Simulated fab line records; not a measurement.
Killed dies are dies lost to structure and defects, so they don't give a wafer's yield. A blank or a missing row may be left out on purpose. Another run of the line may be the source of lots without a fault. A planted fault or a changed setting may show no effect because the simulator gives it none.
Chamber matching -- flow n5-finfet -- N5_BEOL_M1_ALD_98 on ald-sin-04: 4 sister chambers
The step deposits SiO2, target thk 2.5 nm, pulse time 1 s, co reactant pulse time 1 s. 14 wafers are shown with their chamber, then 7 later ones without.

## WAFERS PAIRED WITH THEIR CHAMBERS
wafer,chamber,heater-power-w (W),precursor-pulse-height-rel
L081.1,1,96,1.005
L081.3,2,84,1.023
L081.5,0,70,0.984
L091.1,2,87,0.986
L091.2,0,69,1.019
L091.3,1,92,0.995
L091.4,3,98,0.984
L091.5,1,92,1.009
L091.6,0,67,1.013
L093.1,2,84,0.952
L093.2,1,90,0.996
L093.5,3,97,0.995
L092.1,1,92,0.988
L092.2,3,98,0.990

SIGNATURES (means of the wafers above)
reading,chamber 0,chamber 1,chamber 2,chamber 3,scatter within a chamber
heater-power-w,68.67,92.40,85.00,97.67,1.75
precursor-pulse-height-rel,1.00533,0.99860,0.98700,0.98967,0.0189
Rule: a wafer's distance from a chamber is the root of the sum, over the readings, of the square of ((its reading less the chamber's mean) divided by the reading's scatter). If the next closest chamber is less than 2 further off than the closest, the wafer can't be placed; otherwise it belongs to the closest. The scatter is the square root of a quotient: the sum, over the shown wafers, of each reading's squared deviation from its chamber's mean, divided by wafers minus chambers.

## WAFERS WITHOUT THEIR CHAMBER
wafer,heater-power-w (W),precursor-pulse-height-rel
L092.3,85,1.015
L092.4,68,0.994
L092.5,88,0.995
L092.6,93,1.032
L094.1,89,1.003
L094.2,97,0.991
L094.6,69,1.035

## EACH ONE'S CHAMBER
wafer,from the rows above,in truth
L092.3,2,2
L092.4,0,0
L092.5,can't be placed: 2 or 1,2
L092.6,can't be placed: 1 or 3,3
L094.1,can't be placed: 1 or 2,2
L094.2,3,3
L094.6,0,0
4 of 7 placed correctly. Not placeable from these rows: 3 (in 3, the candidates include the true chamber). Placed wrongly: 0.
